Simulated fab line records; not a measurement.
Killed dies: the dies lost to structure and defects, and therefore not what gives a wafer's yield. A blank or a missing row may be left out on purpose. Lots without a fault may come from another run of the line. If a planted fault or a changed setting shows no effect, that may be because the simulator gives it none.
fab line records	flow nandHarc
record: lots: 5	wafers: 15	lastDay: 33
route steps=1302 shown A_ONON_D1@424 A_CHANNEL_HOLE_D1@450
lots that met no fault: from a run of the same line without faults
startH: hours from the record's first day to the start of the lot's first wafer shown	waitH: hours elapsed since this lot's preceding step	" unchanged from the row above	L1.1+2: one row covering several wafers at once	- no value, or no start was given	* or withheld: withheld	< > ~ a bound
route shown NAME@n: names a module that has steps shown in the file, with the first one's number in the route	usual: average and standard deviation across the fault-free wafers	same: alike in all rows	chamber/n: place in a boat	sites: per-site readings	_std_site: the standard deviation of these	_edge_site: the outer-site mean with the inner-site mean subtracted	radiusMm: how far each site lies from the wafer's centre	mask NAME#n: copy n	behind: the most recent tool/chamber to have shaped the wafer	hold: why the lot went on hold/how many hours it stayed there/how the hold came to an end	device: the n, p or np transistor that did not switch	end of line: at the end of the route, the tests of the same wafers	step lacking rows: just its recipe	killed: dies lost to structure and defects at the first sort, not the wafer's yield	map: a wafer's dies, x killed, . not, _ none there
set.NAME: the setting as run; set.NAME@STEP: as run at that earlier step	model.NAME: the simulator's own value behind a step, which no gauge read
lots at selected steps of the route; one table per step, one row per wafer
services: a tool's chamber out of use, with start hour (startH, from the record's first day; less than 0 if before it), hours out, and reason
== steps ==
step: NHARC_A_ONON_D1_DEP_00
recipe: targetThkA: 10000	n2FlowSccm: 2750	n2oFlowSccm: 2000	nh3FlowSccm: 500	sih4FlowSccm: 210	tempC: 400
lot.wafer	tool	chamber	startH	waitH
L078.4+5+6	pecvdOnon-03	0	208.03	0.2
L082.4+5+6	pecvdOnon-02	0	249.64	0.2
L086.3+4+6	pecvdOnon-03	0	279.35	0.2
L092.1+5+6	pecvdOnon-03	0	349.38	0.1
L097.1+5+6	pecvdOnon-03	0	390.28	0.1
step: NHARC_A_ONON_D1_THK_MEAS_02
recipe: thkMeasGauge: ellipsometry
usual: thkNm: 1000/10
lot.wafer	tool	chamber	startH	waitH	thkNm
L078.4	filmMetro-01	-	208.36	-	1021
L078.5	"	-	"	"	1022
L078.6	"	-	"	"	1024
L082.4	filmMetro-02	-	249.97	-	998
L082.5	"	-	"	"	998
L082.6	"	-	"	"	998
L086.3	filmMetro-02	-	279.74	-	977
L086.4	"	-	"	"	978
L086.6	"	-	"	"	977
L092.1	filmMetro-01	-	349.89	-	1012
L092.5	"	-	"	"	1012
L092.6	"	-	"	"	1012
L097.1	filmMetro-02	-	390.79	-	1004
L097.5	"	-	"	"	1003
L097.6	"	-	"	"	1006
step: NHARC_A_ONON_D1_DEP_03
recipe: targetThkA: 10000	n2FlowSccm: 2750	n2oFlowSccm: 2000	nh3FlowSccm: 500	sih4FlowSccm: 210	tempC: 400
lot.wafer	tool	chamber	startH	waitH
L078.4+5+6	pecvdOnon-02	0	208.59	0.2
L082.4+5+6	pecvdOnon-02	0	250.21	0.2
L086.3+4+6	pecvdOnon-04	0	279.92	0.2
L092.1+5+6	pecvdOnon-03	0	349.95	0.1
L097.1+5+6	pecvdOnon-02	0	390.85	0.1
step: NHARC_A_ONON_D1_THK_MEAS_05
recipe: thkMeasGauge: ellipsometry
usual: thkNm: 997/12
lot.wafer	tool	chamber	startH	waitH	thkNm
L078.4	filmMetro-01	-	208.92	-	991
L078.5	"	-	"	"	990
L078.6	"	-	"	"	991
L082.4	filmMetro-02	-	250.55	-	1004
L082.5	"	-	"	"	1004
L082.6	"	-	"	"	1005
L086.3	filmMetro-02	-	280.31	-	995
L086.4	"	-	"	"	995
L086.6	"	-	"	"	996
L092.1	filmMetro-01	-	350.46	-	982
L092.5	"	-	"	"	984
L092.6	"	-	"	"	985
L097.1	filmMetro-01	-	391.36	-	984
L097.5	"	-	"	"	983
L097.6	"	-	"	"	986
step: NHARC_A_ONON_D1_DEP_06
recipe: targetThkA: 10000	n2FlowSccm: 2750	n2oFlowSccm: 2000	nh3FlowSccm: 500	sih4FlowSccm: 210	tempC: 400
lot.wafer	tool	chamber	startH	waitH
L078.4+5+6	pecvdOnon-04	0	209.16	0.2
L082.4+5+6	pecvdOnon-03	0	250.77	0.2
L086.3+4+6	pecvdOnon-03	0	280.48	0.2
L092.1+5+6	pecvdOnon-02	0	350.51	0.1
L097.1+5+6	pecvdOnon-04	0	391.42	0.1
step: NHARC_A_ONON_D1_THK_MEAS_08
recipe: thkMeasGauge: ellipsometry
usual: thkNm: 1001/8.4
lot.wafer	tool	chamber	startH	waitH	thkNm
L078.4	filmMetro-02	-	209.49	-	1005
L078.5	"	-	"	"	1004
L078.6	"	-	"	"	1007
L082.4	filmMetro-01	-	251.11	-	1004
L082.5	"	-	"	"	1005
L082.6	"	-	"	"	1004
L086.3	filmMetro-01	-	280.88	-	1011
L086.4	"	-	"	"	1011
L086.6	"	-	"	"	1011
L092.1	filmMetro-02	-	351.04	-	1009
L092.5	"	-	"	"	1010
L092.6	"	-	"	"	1009
L097.1	filmMetro-02	-	391.93	-	998
L097.5	"	-	"	"	999
L097.6	"	-	"	"	998
step: NHARC_A_ONON_D1_DEP_09
recipe: targetThkA: 10000	n2FlowSccm: 2750	n2oFlowSccm: 2000	nh3FlowSccm: 500	sih4FlowSccm: 210	tempC: 400
lot.wafer	tool	chamber	startH	waitH
L078.4+5+6	pecvdOnon-03	0	209.72	0.2
L082.4+5+6	pecvdOnon-04	0	251.34	0.2
L086.3+4+6	pecvdOnon-02	0	281.05	0.2
L092.1+5+6	pecvdOnon-04	0	351.10	0.1
L097.1+5+6	pecvdOnon-03	0	391.98	0.1
step: NHARC_A_ONON_D1_THK_MEAS_11
recipe: thkMeasGauge: ellipsometry
usual: thkNm: 1002/8.4
lot.wafer	tool	chamber	startH	waitH	thkNm
L078.4	filmMetro-02	-	210.06	-	999
L078.5	"	-	"	"	999
L078.6	"	-	"	"	1001
L082.4	filmMetro-01	-	251.68	-	1008
L082.5	"	-	"	"	1009
L082.6	"	-	"	"	1008
L086.3	filmMetro-01	-	281.45	-	1002
L086.4	"	-	"	"	1002
L086.6	"	-	"	"	1001
L092.1	filmMetro-02	-	351.61	-	1001
L092.5	"	-	"	"	1002
L092.6	"	-	"	"	1003
L097.1	filmMetro-02	-	392.49	-	996
L097.5	"	-	"	"	996
L097.6	"	-	"	"	995
step: NHARC_A_ONON_D1_DEP_12
recipe: targetThkA: 10000	n2FlowSccm: 2750	n2oFlowSccm: 2000	nh3FlowSccm: 500	sih4FlowSccm: 210	tempC: 400
lot.wafer	tool	chamber	startH	waitH
L078.4+5+6	pecvdOnon-02	0	210.29	0.2
L082.4+5+6	pecvdOnon-02	0	251.91	0.2
L086.3+4+6	pecvdOnon-04	0	281.62	0.2
L092.1+5+6	pecvdOnon-03	0	351.67	0.1
L097.1+5+6	pecvdOnon-04	0	392.55	0.1
step: NHARC_A_ONON_D1_THK_MEAS_14
recipe: thkMeasGauge: ellipsometry
usual: thkNm: 998/7
lot.wafer	tool	chamber	startH	waitH	thkNm
L078.4	filmMetro-01	-	210.63	-	982
L078.5	"	-	"	"	982
L078.6	"	-	"	"	982
L082.4	filmMetro-01	-	252.24	-	996
L082.5	"	-	"	"	997
L082.6	"	-	"	"	996
L086.3	filmMetro-02	-	282.01	-	1004
L086.4	"	-	"	"	1002
L086.6	"	-	"	"	1002
L092.1	filmMetro-01	-	352.18	-	986
L092.5	"	-	"	"	988
L092.6	"	-	"	"	985
L097.1	filmMetro-02	-	393.06	-	1001
L097.5	"	-	"	"	1001
L097.6	"	-	"	"	1001
step: NHARC_A_ONON_D1_ANNEAL_15
recipe: tempC: 750	timeS: 3600
lot.wafer	tool	chamber	startH	waitH
L078.4+5+6	furnace-04	0	214.02	3.4
L082.4+5+6	furnace-04	0	255.62	3.4
L086.3+4+6	furnace-04	0	291.74	9.7
L092.1+5+6	furnace-05	0	356.35	4.2
L097.1+5+6	furnace-05	0	397.24	4.2
step: NHARC_A_ONON_D1_DEP_16
recipe: targetThkA: 10000	n2FlowSccm: 2750	n2oFlowSccm: 2000	nh3FlowSccm: 500	sih4FlowSccm: 210	tempC: 400
lot.wafer	tool	chamber	startH	waitH
L078.4+5+6	pecvdOnon-02	0	218.03	0.2
L082.4+5+6	pecvdOnon-03	0	259.64	0.2
L086.3+4+6	pecvdOnon-03	0	295.70	0.2
L092.1+5+6	pecvdOnon-03	0	360.30	0.1
L097.1+5+6	pecvdOnon-03	0	401.13	0.1
step: NHARC_A_ONON_D1_THK_MEAS_18
recipe: thkMeasGauge: ellipsometry
usual: thkNm: 996/8.4
lot.wafer	tool	chamber	startH	waitH	thkNm
L078.4	filmMetro-01	-	218.36	-	1018
L078.5	"	-	"	"	1019
L078.6	"	-	"	"	1018
L082.4	filmMetro-02	-	259.98	-	982
L082.5	"	-	"	"	984
L082.6	"	-	"	"	983
L086.3	filmMetro-01	-	296.09	-	1000
L086.4	"	-	"	"	998
L086.6	"	-	"	"	999
L092.1	filmMetro-01	-	360.81	-	993
L092.5	"	-	"	"	995
L092.6	"	-	"	"	995
L097.1	filmMetro-01	-	401.63	-	996
L097.5	"	-	"	"	998
L097.6	"	-	"	"	998
step: NHARC_A_ONON_D1_DEP_19
recipe: targetThkA: 10000	n2FlowSccm: 2750	n2oFlowSccm: 2000	nh3FlowSccm: 500	sih4FlowSccm: 210	tempC: 400
lot.wafer	tool	chamber	startH	waitH
L078.4+5+6	pecvdOnon-04	0	218.59	0.2
L082.4+5+6	pecvdOnon-02	0	260.21	0.2
L086.3+4+6	pecvdOnon-02	0	296.26	0.2
L092.1+5+6	pecvdOnon-03	0	360.87	0.1
L097.1+5+6	pecvdOnon-04	0	401.69	0.1
step: NHARC_A_ONON_D1_THK_MEAS_21
recipe: thkMeasGauge: ellipsometry
usual: thkNm: 1002/9
lot.wafer	tool	chamber	startH	waitH	thkNm
L078.4	filmMetro-01	-	218.93	-	1001
L078.5	"	-	"	"	1003
L078.6	"	-	"	"	1003
L082.4	filmMetro-02	-	260.54	-	1012
L082.5	"	-	"	"	1012
L082.6	"	-	"	"	1011
L086.3	filmMetro-01	-	296.66	-	1005
L086.4	"	-	"	"	1005
L086.6	"	-	"	"	1007
L092.1	filmMetro-01	-	361.38	-	1002
L092.5	"	-	"	"	1001
L092.6	"	-	"	"	1001
L097.1	filmMetro-01	-	402.20	-	1004
L097.5	"	-	"	"	1005
L097.6	"	-	"	"	1006
step: NHARC_A_ONON_D1_DEP_22
recipe: targetThkA: 10000	n2FlowSccm: 2750	n2oFlowSccm: 2000	nh3FlowSccm: 500	sih4FlowSccm: 210	tempC: 400
lot.wafer	tool	chamber	startH	waitH
L078.4+5+6	pecvdOnon-03	0	219.15	0.2
L082.4+5+6	pecvdOnon-03	0	260.77	0.2
L086.3+4+6	pecvdOnon-04	0	296.83	0.2
L092.1+5+6	pecvdOnon-04	0	361.44	0.1
L097.1+5+6	pecvdOnon-03	0	402.26	0.1
step: NHARC_A_ONON_D1_THK_MEAS_24
recipe: thkMeasGauge: ellipsometry
usual: thkNm: 999/9.8
lot.wafer	tool	chamber	startH	waitH	thkNm
L078.4	filmMetro-02	-	219.49	-	1002
L078.5	"	-	"	"	1001
L078.6	"	-	"	"	1001
L082.4	filmMetro-01	-	261.11	-	986
L082.5	"	-	"	"	987
L082.6	"	-	"	"	990
L086.3	filmMetro-02	-	297.22	-	1011
L086.4	"	-	"	"	1014
L086.6	"	-	"	"	1011
L092.1	filmMetro-01	-	361.95	-	981
L092.5	"	-	"	"	982
L092.6	"	-	"	"	980
L097.1	filmMetro-01	-	402.77	-	1009
L097.5	"	-	"	"	1010
L097.6	"	-	"	"	1010
step: NHARC_A_ONON_D1_DEP_25
recipe: targetThkA: 10000	n2FlowSccm: 2750	n2oFlowSccm: 2000	nh3FlowSccm: 500	sih4FlowSccm: 210	tempC: 400
lot.wafer	tool	chamber	startH	waitH
L078.4+5+6	pecvdOnon-02	0	219.72	0.2
L082.4+5+6	pecvdOnon-03	0	261.34	0.2
L086.3+4+6	pecvdOnon-03	0	297.39	0.2
L092.1+5+6	pecvdOnon-02	0	362.00	0.1
L097.1+5+6	pecvdOnon-02	0	402.83	0.1
step: NHARC_A_ONON_D1_THK_MEAS_27
recipe: thkMeasGauge: ellipsometry
usual: thkNm: 1000/8.2
lot.wafer	tool	chamber	startH	waitH	thkNm
L078.4	filmMetro-02	-	220.06	-	1009
L078.5	"	-	"	"	1008
L078.6	"	-	"	"	1008
L082.4	filmMetro-01	-	261.68	-	1014
L082.5	"	-	"	"	1015
L082.6	"	-	"	"	1015
L086.3	filmMetro-01	-	297.79	-	997
L086.4	"	-	"	"	995
L086.6	"	-	"	"	997
L092.1	filmMetro-01	-	362.52	-	1008
L092.5	"	-	"	"	1007
L092.6	"	-	"	"	1006
L097.1	filmMetro-01	-	403.34	-	1011
L097.5	"	-	"	"	1010
L097.6	"	-	"	"	1009
step: NHARC_A_ONON_D1_DEP_28
recipe: targetThkA: 10000	n2FlowSccm: 2750	n2oFlowSccm: 2000	nh3FlowSccm: 500	sih4FlowSccm: 210	tempC: 400
lot.wafer	tool	chamber	startH	waitH
L078.4+5+6	pecvdOnon-04	0	220.29	0.2
L082.4+5+6	pecvdOnon-02	0	261.91	0.2
L086.3+4+6	pecvdOnon-02	0	297.96	0.2
L092.1+5+6	pecvdOnon-03	0	362.57	0.1
L097.1+5+6	pecvdOnon-04	0	403.39	0.1
step: NHARC_A_ONON_D1_THK_MEAS_30
recipe: thkMeasGauge: ellipsometry
usual: thkNm: 998/11
lot.wafer	tool	chamber	startH	waitH	thkNm
L078.4	filmMetro-01	-	220.63	-	999
L078.5	"	-	"	"	998
L078.6	"	-	"	"	999
L082.4	filmMetro-02	-	262.25	-	1006
L082.5	"	-	"	"	1008
L082.6	"	-	"	"	1007
L086.3	filmMetro-01	-	298.35	-	1003
L086.4	"	-	"	"	1004
L086.6	"	-	"	"	1002
L092.1	filmMetro-02	-	363.08	-	991
L092.5	"	-	"	"	992
L092.6	"	-	"	"	990
L097.1	filmMetro-02	-	403.91	-	989
L097.5	"	-	"	"	989
L097.6	"	-	"	"	988
step: NHARC_A_ONON_D1_DEP_33
recipe: targetThkA: 2000	tempC: 400	pressureTorr: 6.5	rfW: 900	teosFlowSccm: 161.4	flowSccm: 2650	targetThkNm: 200	gas: O2	material: SiO2
usual: heaterPowerW: 546/55	throttleValvePct: 15.7/0.76
lot.wafer	tool	chamber	startH	waitH	heaterPowerW	throttleValvePct
L078.4	pecvd-03	0	220.82	0.2	434	16.4
L078.6	"	1	"	"	618	15.7
L078.5	"	2	"	"	529	15.3
L082.5	pecvd-04	0	262.44	0.2	589	16.6
L082.4	"	1	"	"	590	15.5
L082.6	"	2	"	"	599	17.1
L086.3	pecvd-03	2	298.45	0.1	511	15.6
L086.4	"	1	"	"	583	16.0
L086.6	"	2	"	"	526	15.6
L092.1	pecvd-02	2	363.23	0.1	529	15.2
L092.6	"	0	"	"	521	15.6
L092.5	"	2	"	"	523	15.3
L097.1	pecvd-02	0	404.06	0.1	591	15.9
L097.6	"	1	"	"	436	14.6
L097.5	"	0	"	"	590	15.9
step: NHARC_A_ONON_D1_THK_MEAS_34
recipe: thkMeasGauge: ellipsometry
usual: thkNm: 199.6/2.7
lot.wafer	tool	chamber	startH	waitH	thkNm
L078.4	filmMetro-01	-	221.10	-	197.1
L078.5	"	-	"	"	198.6
L078.6	"	-	"	"	198.3
L082.4	filmMetro-01	-	262.72	-	205.1
L082.5	"	-	"	"	204.0
L082.6	"	-	"	"	203.4
L086.3	filmMetro-02	-	298.82	-	197.6
L086.4	"	-	"	"	199.7
L086.6	"	-	"	"	199.7
L092.1	filmMetro-01	-	363.55	-	198.5
L092.5	"	-	"	"	200.7
L092.6	"	-	"	"	204.3
L097.1	filmMetro-01	-	404.38	-	200.2
L097.5	"	-	"	"	203.2
L097.6	"	-	"	"	205.2
step: NHARC_A_ONON_D1_INSPECT_32
usual: rawDefectCount: 77/29
lot.wafer	tool	chamber	startH	waitH	rawDefectCount
L078.4	defectInspect-01	-	221.16	0.0	86
L078.5	"	-	"	"	100
L078.6	"	-	"	"	102
L082.4	defectInspect-02	-	262.78	0.0	157
L082.5	"	-	"	"	132
L082.6	"	-	"	"	130
L086.3	defectInspect-02	-	298.88	0.0	59
L086.4	"	-	"	"	124
L086.6	"	-	"	"	125
L092.1	defectInspect-01	-	363.61	0.0	82
L092.5	"	-	"	"	67
L092.6	"	-	"	"	72
L097.1	defectInspect-02	-	404.46	0.0	79
L097.5	"	-	"	"	103
L097.6	"	-	"	"	60
step: NHARC_A_CHANNEL_HOLE_D1_DEP_00
recipe: targetThkA: 31000	tempC: 400	material: aC
usual: throttleValvePct: 35.000/0.0082
lot.wafer	tool	chamber	startH	waitH	throttleValvePct
L078.4	aclDep-01	0	222.18	1.0	34.993
L078.5	"	0	"	"	35.001
L078.6	"	0	"	"	34.992
L082.4	aclDep-03	0	263.79	1.0	35.004
L082.5	"	0	"	"	35.005
L082.6	"	0	"	"	34.997
L086.3	aclDep-03	0	300.38	1.5	34.991
L086.4	"	0	"	"	34.987
L086.6	"	0	"	"	34.993
L092.1	aclDep-03	0	363.68	0.1	35.004
L092.5	"	0	364.93	1.3	35.008
L092.6	"	0	"	"	35.003
L097.1	aclDep-01	0	405.07	0.6	34.998
L097.5	"	0	406.30	1.8	34.999
L097.6	"	0	"	"	34.999
step: NHARC_A_CHANNEL_HOLE_D1_DEP_01
recipe: targetThkA: 1400	targetThkNm: 140	tempC: 400	pressureTorr: 3.5	flowSccm: 200	rfW: 350	material: SiON
usual: heaterPowerW: 762/68
lot.wafer	tool	chamber	startH	waitH	heaterPowerW
L078.6	pecvd-03	2	223.25	0.1	643
L078.4	"	0	"	"	710
L078.5	"	1	"	"	803
L082.6	pecvd-04	2	265.01	0.3	667
L082.5	"	0	"	"	791
L082.4	"	1	"	"	856
L086.3	pecvd-03	0	301.74	1.0	706
L086.4	"	1	"	"	808
L086.6	"	0	"	"	719
L092.1	pecvd-04	2	365.58	1.6	720
L092.6	"	2	"	"	730
L092.5	"	1	"	"	794
L097.1	pecvd-03	0	406.99	1.6	771
L097.6	"	1	"	"	718
L097.5	"	2	"	"	654
step: NHARC_A_CHANNEL_HOLE_D1_DEHYDRATE_02
recipe: tempC: 150	timeS: 120
lot.wafer	tool	chamber	startH	waitH
L078.4+5+6	lithoTrack-01	0	223.43	0.1
L082.4+5+6	lithoTrack-01	0	265.19	0.1
L086.3+4+6	lithoTrack-06	0	301.95	0.2
L092.1+5+6	lithoTrack-06	0	365.85	0.2
L097.1+5+6	lithoTrack-06	0	407.20	0.2
step: NHARC_A_CHANNEL_HOLE_D1_HMDS_03
recipe: timeS: 30
lot.wafer	tool	chamber	startH	waitH
L078.4+5+6	lithoTrack-01	0	-	-
L082.4+5+6	lithoTrack-01	0	-	-
L086.3+4+6	lithoTrack-06	0	-	-
L092.1+5+6	lithoTrack-06	0	-	-
L097.1+5+6	lithoTrack-06	0	-	-
step: NHARC_A_CHANNEL_HOLE_D1_COAT_36
recipe: tempC: 260	timeS: 75
lot.wafer	tool	chamber	startH	waitH
L078.4+5+6	lithoTrack-01	0	-	-
L082.4+5+6	lithoTrack-01	0	-	-
L086.3+4+6	lithoTrack-06	0	-	-
L092.1+5+6	lithoTrack-06	0	-	-
L097.1+5+6	lithoTrack-06	0	-	-
step: NHARC_A_CHANNEL_HOLE_D1_COAT_37
recipe: tempC: 225	timeS: 65
lot.wafer	tool	chamber	startH	waitH
L078.4+5+6	lithoTrack-01	0	-	-
L082.4+5+6	lithoTrack-01	0	-	-
L086.3+4+6	lithoTrack-06	0	-	-
L092.1+5+6	lithoTrack-06	0	-	-
L097.1+5+6	lithoTrack-06	0	-	-
step: NHARC_A_CHANNEL_HOLE_D1_COAT_04
recipe: spinRpm: 1500	resistThkNm: 90
lot.wafer	tool	chamber	startH	waitH
L078.4+5+6	lithoTrack-01	0	-	-
L082.4+5+6	lithoTrack-01	0	-	-
L086.3+4+6	lithoTrack-06	0	-	-
L092.1+5+6	lithoTrack-06	0	-	-
L097.1+5+6	lithoTrack-06	0	-	-
step: NHARC_A_CHANNEL_HOLE_D1_SOFTBAKE_05
recipe: tempC: 105	timeS: 55
lot.wafer	tool	chamber	startH	waitH
L078.4+5+6	lithoTrack-01	0	-	-
L082.4+5+6	lithoTrack-01	0	-	-
L086.3+4+6	lithoTrack-06	0	-	-
L092.1+5+6	lithoTrack-06	0	-	-
L097.1+5+6	lithoTrack-06	0	-	-
== services ==
tool	chamber	startH	hours	kind
pecvd-03	-	185.11	13.0	pm
pecvd-03	0	185.11	13.0	ventCycle
pecvd-03	1	185.11	13.0	ventCycle
pecvd-03	2	185.11	13.0	ventCycle
pecvdOnon-02	-	185.19	13.0	pm
aclDep-01	-	188.69	13.0	pm
pecvd-03	0	198.11	-	clean
pecvd-03	1	198.11	-	clean
pecvd-02	-	227.11	13.0	pm
pecvdOnon-03	-	227.11	13.0	pm
pecvd-04	-	269.54	13.0	pm
pecvd-04	1	285.51	4.9	repair
furnace-04	-	288.01	3.7	repair
aclDep-03	-	305.95	13.0	pm
pecvd-03	-	307.94	1.1	repair
pecvdOnon-04	-	311.10	13.0	pm
lithoTrack-01	-	330.01	7.0	pm
pecvd-04	2	347.90	14.0	repair
lithoTrack-06	-	354.00	7.0	pm
pecvd-02	-	361.38	0.6	repair
pecvd-03	-	366.11	13.0	pm
pecvdOnon-02	-	366.19	13.0	pm
aclDep-01	-	370.24	13.0	pm
pecvdOnon-02	-	405.97	6.5	repair
== key ==
fault none
